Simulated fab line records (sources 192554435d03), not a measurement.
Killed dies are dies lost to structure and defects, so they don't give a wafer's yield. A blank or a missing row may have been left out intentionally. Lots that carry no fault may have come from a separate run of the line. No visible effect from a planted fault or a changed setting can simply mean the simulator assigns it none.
Matching of chambers :: flow n5_finfet :: N5_BEOL_M2_DESCUM_16 on rie_diel-01: 4 sister chambers
The step chemistry O2, time 7 s. 22 wafers are shown with their chamber, then 11 later ones without.

## WAFERS, EACH WITH ITS CHAMBER
wafer: L074.2
chamber: 1
showerhead_plenum_p_Torr (Torr): 2.12
drypump_motor_current_A (A): 5.8
throttle_valve_pct (%): 20.37

wafer: L074.5
chamber: 0
showerhead_plenum_p_Torr (Torr): 2.21
drypump_motor_current_A (A): 5.7
throttle_valve_pct (%): 20.47

wafer: L074.6
chamber: 3
showerhead_plenum_p_Torr (Torr): 2.10
drypump_motor_current_A (A): 5.6
throttle_valve_pct (%): 20.51

wafer: L075.2
chamber: 2
showerhead_plenum_p_Torr (Torr): 2.04
drypump_motor_current_A (A): 6.3
throttle_valve_pct (%): 20.52

wafer: L075.3
chamber: 1
showerhead_plenum_p_Torr (Torr): 2.12
drypump_motor_current_A (A): 5.8
throttle_valve_pct (%): 20.38

wafer: L075.4
chamber: 3
showerhead_plenum_p_Torr (Torr): 2.10
drypump_motor_current_A (A): 5.6
throttle_valve_pct (%): 20.51

wafer: L077.1
chamber: 3
showerhead_plenum_p_Torr (Torr): 2.10
drypump_motor_current_A (A): 5.6
throttle_valve_pct (%): 20.54

wafer: L077.2
chamber: 0
showerhead_plenum_p_Torr (Torr): 2.21
drypump_motor_current_A (A): 5.7
throttle_valve_pct (%): 20.48

wafer: L077.5
chamber: 3
showerhead_plenum_p_Torr (Torr): 2.10
drypump_motor_current_A (A): 5.5
throttle_valve_pct (%): 20.54

wafer: L078.1
chamber: 2
showerhead_plenum_p_Torr (Torr): 2.03
drypump_motor_current_A (A): 6.2
throttle_valve_pct (%): 20.50

wafer: L078.3
chamber: 1
showerhead_plenum_p_Torr (Torr): 2.12
drypump_motor_current_A (A): 5.7
throttle_valve_pct (%): 20.40

wafer: L078.5
chamber: 0
showerhead_plenum_p_Torr (Torr): 2.21
drypump_motor_current_A (A): 5.7
throttle_valve_pct (%): 20.48

wafer: L080.3
chamber: 1
showerhead_plenum_p_Torr (Torr): 2.12
drypump_motor_current_A (A): 5.8
throttle_valve_pct (%): 20.39

wafer: L080.5
chamber: 1
showerhead_plenum_p_Torr (Torr): 2.12
drypump_motor_current_A (A): 5.7
throttle_valve_pct (%): 20.41

wafer: L080.6
chamber: 0
showerhead_plenum_p_Torr (Torr): 2.21
drypump_motor_current_A (A): 5.8
throttle_valve_pct (%): 20.50

wafer: L081.1
chamber: 0
showerhead_plenum_p_Torr (Torr): 2.21
drypump_motor_current_A (A): 5.7
throttle_valve_pct (%): 20.51

wafer: L081.3
chamber: 3
showerhead_plenum_p_Torr (Torr): 2.09
drypump_motor_current_A (A): 5.6
throttle_valve_pct (%): 20.54

wafer: L081.6
chamber: 3
showerhead_plenum_p_Torr (Torr): 2.09
drypump_motor_current_A (A): 5.6
throttle_valve_pct (%): 20.54

wafer: L082.1
chamber: 2
showerhead_plenum_p_Torr (Torr): 2.03
drypump_motor_current_A (A): 6.3
throttle_valve_pct (%): 20.54

wafer: L082.3
chamber: 0
showerhead_plenum_p_Torr (Torr): 2.21
drypump_motor_current_A (A): 5.7
throttle_valve_pct (%): 20.50

wafer: L082.4
chamber: 1
showerhead_plenum_p_Torr (Torr): 2.12
drypump_motor_current_A (A): 5.7
throttle_valve_pct (%): 20.41

wafer: L083.1
chamber: 3
showerhead_plenum_p_Torr (Torr): 2.09
drypump_motor_current_A (A): 5.6
throttle_valve_pct (%): 20.55

SIGNATURES (means of the wafers above)
reading: showerhead_plenum_p_Torr
chamber 0: 2.2100
chamber 1: 2.1200
chamber 2: 2.0333
chamber 3: 2.0957
scatter within a chamber: 0.00364

reading: drypump_motor_current_A
chamber 0: 5.717
chamber 1: 5.750
chamber 2: 6.267
chamber 3: 5.586
scatter within a chamber: 0.0463

reading: throttle_valve_pct
chamber 0: 20.4900
chamber 1: 20.3933
chamber 2: 20.5200
chamber 3: 20.5329
scatter within a chamber: 0.0165
Rule: a wafer lies at a distance from a chamber equal to the root of the sum of squares, over the readings, of (its reading less the chamber's mean, divided by the reading's scatter). If the next closest chamber is less than 2 further off than the closest, the wafer can't be placed; otherwise it belongs to the closest. The scatter is the square root of a quotient: the sum, over the shown wafers, of each reading's squared deviation from its chamber's mean, divided by wafers minus chambers.

## WAFERS WITHOUT THEIR CHAMBER
wafer: L083.4
showerhead_plenum_p_Torr (Torr): 2.20
drypump_motor_current_A (A): 5.7
throttle_valve_pct (%): 20.50

wafer: L083.6
showerhead_plenum_p_Torr (Torr): 2.12
drypump_motor_current_A (A): 5.7
throttle_valve_pct (%): 20.40

wafer: L085.2
showerhead_plenum_p_Torr (Torr): 2.03
drypump_motor_current_A (A): 6.3
throttle_valve_pct (%): 20.55

wafer: L085.3
showerhead_plenum_p_Torr (Torr): 2.20
drypump_motor_current_A (A): 5.7
throttle_valve_pct (%): 20.50

wafer: L085.6
showerhead_plenum_p_Torr (Torr): 2.09
drypump_motor_current_A (A): 5.6
throttle_valve_pct (%): 20.57

wafer: L090.1
showerhead_plenum_p_Torr (Torr): 2.20
drypump_motor_current_A (A): 5.7
throttle_valve_pct (%): 20.52

wafer: L090.4
showerhead_plenum_p_Torr (Torr): 2.11
drypump_motor_current_A (A): 5.7
throttle_valve_pct (%): 20.44

wafer: L090.5
showerhead_plenum_p_Torr (Torr): 2.11
drypump_motor_current_A (A): 5.8
throttle_valve_pct (%): 20.45

wafer: L096.1
showerhead_plenum_p_Torr (Torr): 2.02
drypump_motor_current_A (A): 6.2
throttle_valve_pct (%): 20.59

wafer: L096.2
showerhead_plenum_p_Torr (Torr): 2.10
drypump_motor_current_A (A): 5.7
throttle_valve_pct (%): 20.46

wafer: L096.3
showerhead_plenum_p_Torr (Torr): 2.08
drypump_motor_current_A (A): 5.6
throttle_valve_pct (%): 20.60

## WHICH CHAMBER EACH WENT THROUGH
wafer: L083.4
from the rows above: 0
in truth: 0

wafer: L083.6
from the rows above: 1
in truth: 1

wafer: L085.2
from the rows above: 2
in truth: 2

wafer: L085.3
from the rows above: 0
in truth: 0

wafer: L085.6
from the rows above: 3
in truth: 3

wafer: L090.1
from the rows above: 0
in truth: 0

wafer: L090.4
from the rows above: 1
in truth: 1

wafer: L090.5
from the rows above: 1
in truth: 1

wafer: L096.1
from the rows above: 2
in truth: 2

wafer: L096.2
from the rows above: can't be placed: 3 or 1
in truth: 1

wafer: L096.3
from the rows above: 3
in truth: 3
Correctly placed: 10 of 11. These rows do not allow placing 1 (true chamber among the candidates in 1). Wrongly placed: 0.
